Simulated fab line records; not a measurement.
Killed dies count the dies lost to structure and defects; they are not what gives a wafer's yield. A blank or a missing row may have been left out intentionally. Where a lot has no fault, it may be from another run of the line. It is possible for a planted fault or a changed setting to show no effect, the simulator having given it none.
Which tool was responsible? :: flow nand harc :: Sampling: 6 lots, 17 wafers, 3 of 1302 route steps

WHAT THE GAUGES READ, wafer by wafer
NHARC_P_M2_CD_MEAS_09: target cd 170 nm.
lot: L229
measured: day 6 23:32
on: cd sem-01
cd nm (nm): 171.3 171.0 170.6

lot: L233
measured: day 8 09:05
on: cd sem-01
cd nm (nm): 178.2 170.9 170.8

lot: L235
measured: day 8 22:53
on: cd sem-03
cd nm (nm): 178.9 170.9

lot: L244
measured: day 12 10:47
on: cd sem-03
cd nm (nm): 170.0 170.4 170.4

lot: L247
measured: day 13 20:25
on: cd sem-03
cd nm (nm): 171.1 170.5 170.2

lot: L249
measured: day 15 00:01
on: cd sem-02
cd nm (nm): 170.6 170.9 170.3

WHAT TOOL EACH LOT RAN ON (gives the tool, then ch and the chambers of the sampled wafers, and finally the start)
lot: L229
NHARC_P_M1_DEGAS_29: pvd sputter-02, day 6 20:29
NHARC_P_M2_PEB_07: litho track-06 ch 0, day 6 23:26

lot: L233
NHARC_P_M1_DEGAS_29: pvd sputter-02, day 8 05:09
NHARC_P_M2_PEB_07: litho track-06 ch 0, day 8 09:00

lot: L235
NHARC_P_M1_DEGAS_29: pvd sputter-01, day 8 19:56
NHARC_P_M2_PEB_07: litho track-06 ch 0, day 8 22:49

lot: L244
NHARC_P_M1_DEGAS_29: pvd sputter-01, day 12 07:43
NHARC_P_M2_PEB_07: litho track-04 ch 0, day 12 10:42

lot: L247
NHARC_P_M1_DEGAS_29: pvd sputter-03, day 13 17:35
NHARC_P_M2_PEB_07: litho track-06 ch 0, day 13 20:20

lot: L249
NHARC_P_M1_DEGAS_29: pvd sputter-02, day 14 21:13
NHARC_P_M2_PEB_07: litho track-06 ch 0, day 14 23:56
- NHARC_P_M1_DEGAS_29: time 60 s.
- NHARC_P_M2_PEB_07: peb time 65 s.

THE ANSWER, worked out from the rows above alone
Rule: usual is defined by the lots themselves. The widest of any qualifying gaps counts: lots, ordered by their means at a reading, are off when they make up no more than a third of the lots, leave a main group of 4 or more, and stand apart from it by 3 or more times the standard deviation of that group's means. The tables above print the reading to a certain number of digits; a main group whose means all agree to those digits is not used. Also off: a lot with no number at a reading for which 4 or more lots have one. Any other lot the step has rows for is counted as sound.
Off, at NHARC_P_M2_CD_MEAS_09 on cd nm: L233, L235. The main group has a mean of 170.6 nm with a standard deviation of 0.25.
A tool fits if, at a process step before that reading, it ran every lot that is off, and no sound lot after the first of them. Those tools and the gauges at NHARC_P_M2_CD_MEAS_09 are tried in the same way. No candidate that was tried fits.

WHAT THE SIMULATOR PUT IN
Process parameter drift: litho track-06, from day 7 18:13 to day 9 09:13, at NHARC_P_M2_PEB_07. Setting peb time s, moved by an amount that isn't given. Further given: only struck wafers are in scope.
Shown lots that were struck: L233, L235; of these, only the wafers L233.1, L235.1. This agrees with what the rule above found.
